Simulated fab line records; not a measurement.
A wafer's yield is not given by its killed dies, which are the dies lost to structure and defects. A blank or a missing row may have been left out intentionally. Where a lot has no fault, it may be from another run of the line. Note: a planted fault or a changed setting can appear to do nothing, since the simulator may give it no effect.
Matching of chambers | flow nand_harc | NHARC_A_WL_FILL_ALD_10 on ald_hk-02 has 4 sister chambers
The step deposits SiO2, target thk 50 nm, pulse time 10 s, ald cycles 500. 14 wafers are shown with their chamber, then 7 later ones without.

== WAFERS WITH THEIR CHAMBER ==
wafer  | chamber | heater_power_w (W) | precursor_pulse_height_rel
L421.2 | 0       | 484                | 0.987
L421.3 | 3       | 520                | 0.971
L421.5 | 0       | 487                | 1.032
L422.3 | 1       | 426                | 0.982
L422.5 | 0       | 484                | 0.995
L422.6 | 1       | 430                | 0.985
L423.1 | 0       | 462                | 1.030
L423.4 | 1       | 411                | 1.014
L423.6 | 3       | 499                | 1.008
L433.3 | 0       | 452                | 1.005
L433.5 | 3       | 491                | 1.014
L433.6 | 2       | 476                | 1.041
L432.4 | 2       | 487                | 0.979
L432.2 | 0       | 470                | 1.037

SIGNATURES (averages over the wafers above)
reading                    | chamber 0 | chamber 1 | chamber 2 | chamber 3 | scatter within a chamber
heater_power_w             | 473.17    | 422.33    | 481.50    | 503.33    | 13.1
precursor_pulse_height_rel | 1.01433   | 0.99367   | 1.01000   | 0.99767   | 0.0243
Rule: a wafer's distance from a chamber is the root of the sum, over the readings, of the square of ((its reading less the chamber's mean) divided by the reading's scatter). If the next closest chamber is less than 2 further off than the closest, the wafer can't be placed; otherwise it belongs to the closest. The scatter: take each reading less its chamber's mean, square it, sum over the shown wafers, divide by the number of wafers less the number of chambers, and take the root.

== WAFERS MISSING THEIR CHAMBER ==
wafer  | heater_power_w (W) | precursor_pulse_height_rel
L432.5 | 411                | 1.004
L438.1 | 492                | 1.030
L438.2 | 417                | 1.017
L438.5 | 463                | 0.972
L440.1 | 417                | 1.017
L440.3 | 463                | 1.023
L440.5 | 484                | 1.012

== WHICH CHAMBER EACH WENT THROUGH ==
wafer  | from the rows above               | in truth
L432.5 | 1                                 | 1
L438.1 | can't be placed: 2 or 0 or 3      | 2
L438.2 | 1                                 | 1
L438.5 | can't be placed: 0 or 2 or 1 or 3 | 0
L440.1 | 1                                 | 1
L440.3 | can't be placed: 0 or 2           | 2
L440.5 | can't be placed: 2 or 0 or 3      | 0
Placed correctly: 3 of 7. Can't be placed from these rows: 4 (the true chamber is among the candidates in 4). 0 placed wrongly.
